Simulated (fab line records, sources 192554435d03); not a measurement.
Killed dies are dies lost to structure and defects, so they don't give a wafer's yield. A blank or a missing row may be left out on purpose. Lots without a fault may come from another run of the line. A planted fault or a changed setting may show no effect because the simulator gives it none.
Chamber matching | flow n5_finfet | N5_BEOL_M1_PRE_CLEAN_60 on cvd_co-02: 3 sister chambers
The step time 15 s. 24 wafers are shown with their chamber, then 12 later ones without.

WAFERS WITH THEIR CHAMBER
wafer  | chamber | heater_power_w (W) | rf_fwd_power_W (W)
L075.1 | 2       | 59                 | 296.4
L075.2 | 0       | 60                 | 298.6
L075.3 | 2       | 58                 | 296.5
L076.1 | 2       | 58                 | 294.0
L076.3 | 1       | 67                 | 295.9
L076.4 | 2       | 59                 | 295.0
L078.1 | 1       | 67                 | 296.2
L078.2 | 2       | 57                 | 296.9
L078.5 | 2       | 57                 | 296.7
L080.1 | 2       | 58                 | 294.6
L080.3 | 0       | 61                 | 298.5
L080.5 | 0       | 59                 | 298.6
L082.3 | 2       | 59                 | 294.9
L082.4 | 1       | 68                 | 295.2
L082.5 | 1       | 65                 | 295.3
L086.1 | 1       | 63                 | 296.5
L086.3 | 2       | 59                 | 294.7
L086.5 | 1       | 65                 | 296.5
L088.1 | 2       | 59                 | 296.5
L088.2 | 1       | 67                 | 295.7
L088.4 | 2       | 58                 | 295.7
L090.3 | 0       | 62                 | 298.7
L090.5 | 0       | 61                 | 296.9
L090.6 | 2       | 59                 | 294.8

SIGNATURES (means of the wafers above)
reading        | chamber 0 | chamber 1 | chamber 2 | scatter within a chamber
heater_power_w | 60.60     | 66.00     | 58.33     | 1.19
rf_fwd_power_W | 298.260   | 295.900   | 295.558   | 0.846
Rule: a wafer's distance from a chamber is the root of the sum, over the readings, of the square of ((its reading less the chamber's mean) divided by the reading's scatter). The wafer belongs to the nearest chamber; if the next one is less than 2 further off, it can't be placed. The scatter: the root of (the sum of the squares of (reading less its chamber's mean) over the shown wafers, divided by (wafers less chambers)).

WAFERS WITHOUT THEIR CHAMBER
wafer  | heater_power_w (W) | rf_fwd_power_W (W)
L091.1 | 67                 | 296.3
L091.4 | 62                 | 299.7
L091.5 | 58                 | 293.0
L093.2 | 58                 | 296.6
L093.3 | 61                 | 299.1
L093.4 | 67                 | 296.2
L092.4 | 68                 | 296.1
L092.5 | 62                 | 297.1
L092.6 | 59                 | 294.8
L094.1 | 61                 | 297.5
L094.4 | 65                 | 297.1
L094.5 | 62                 | 298.7

WHICH CHAMBER EACH WENT THROUGH
wafer  | from the rows above          | in truth
L091.1 | 1                            | 1
L091.4 | 0                            | 0
L091.5 | 2                            | 2
L093.2 | can't be placed: 2 or 0      | 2
L093.3 | 0                            | 0
L093.4 | 1                            | 1
L092.4 | 1                            | 1
L092.5 | can't be placed: 0 or 2 or 1 | 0
L092.6 | 2                            | 2
L094.1 | 0                            | 0
L094.4 | 1                            | 1
L094.5 | 0                            | 0
Placed correctly: 10 of 12. Can't be placed from these rows: 2 (the true chamber is among the candidates in 2). Placed wrongly: 0.
